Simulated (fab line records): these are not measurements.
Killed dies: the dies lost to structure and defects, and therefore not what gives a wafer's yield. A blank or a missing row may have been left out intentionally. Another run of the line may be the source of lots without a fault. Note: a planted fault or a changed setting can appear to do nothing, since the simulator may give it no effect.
Chamber matching    flow n5_finfet    pecvd-02 running N5_BEOL_M11_DEP_56: 3 sister chambers
The step deposits SiCN from 3MS/NH3, target thk 30 nm, time 10.5 s. 6 wafers are shown with their chamber, then 9 later ones without.

## WAFERS, EACH WITH ITS CHAMBER
wafer   chamber  throttle_valve_pct (%)  showerhead_plenum_p_Torr (Torr)
L081.2  1        18.7                    4.133
L081.4  0        18.0                    4.162
L081.6  1        18.3                    4.142
L085.2  2        17.1                    4.150
L085.3  0        17.9                    4.163
L085.6  2        17.4                    4.140

## WAFERS WITH NO CHAMBER GIVEN
wafer   throttle_valve_pct (%)  showerhead_plenum_p_Torr (Torr)
L086.2  17.7                    4.143
L086.5  18.4                    4.145
L086.6  17.9                    4.162
L087.1  18.6                    4.135
L087.2  17.7                    4.159
L087.6  17.4                    4.138
L095.2  17.6                    4.135
L095.3  18.5                    4.143
L095.4  17.7                    4.140

## THE CHAMBER EACH PASSED THROUGH
wafer   from the rows above           in truth
L086.2  can't be placed: 2 or 0 or 1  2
L086.5  1                             1
L086.6  0                             0
L087.1  1                             1
L087.2  can't be placed: 0 or 2       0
L087.6  2                             2
L095.2  can't be placed: 2 or 1       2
L095.3  1                             1
L095.4  can't be placed: 2 or 1 or 0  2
5 of 9 placed correctly. Unplaceable from these rows: 4, with the true chamber sitting among the candidates in 4. 0 placed wrongly.
How it was worked out, from the rows above alone: a wafer's distance from a chamber is the root of the sum, over the readings, of the square of ((its reading less the chamber's mean) divided by the reading's scatter). If the next closest chamber is less than 2 further off than the closest, the wafer can't be placed; otherwise it belongs to the closest. For every chamber, the mean is computed from those of its wafers that are shown. The scatter is the square root of a quotient: the sum, over the shown wafers, of each reading's squared deviation from its chamber's mean, divided by wafers minus chambers.
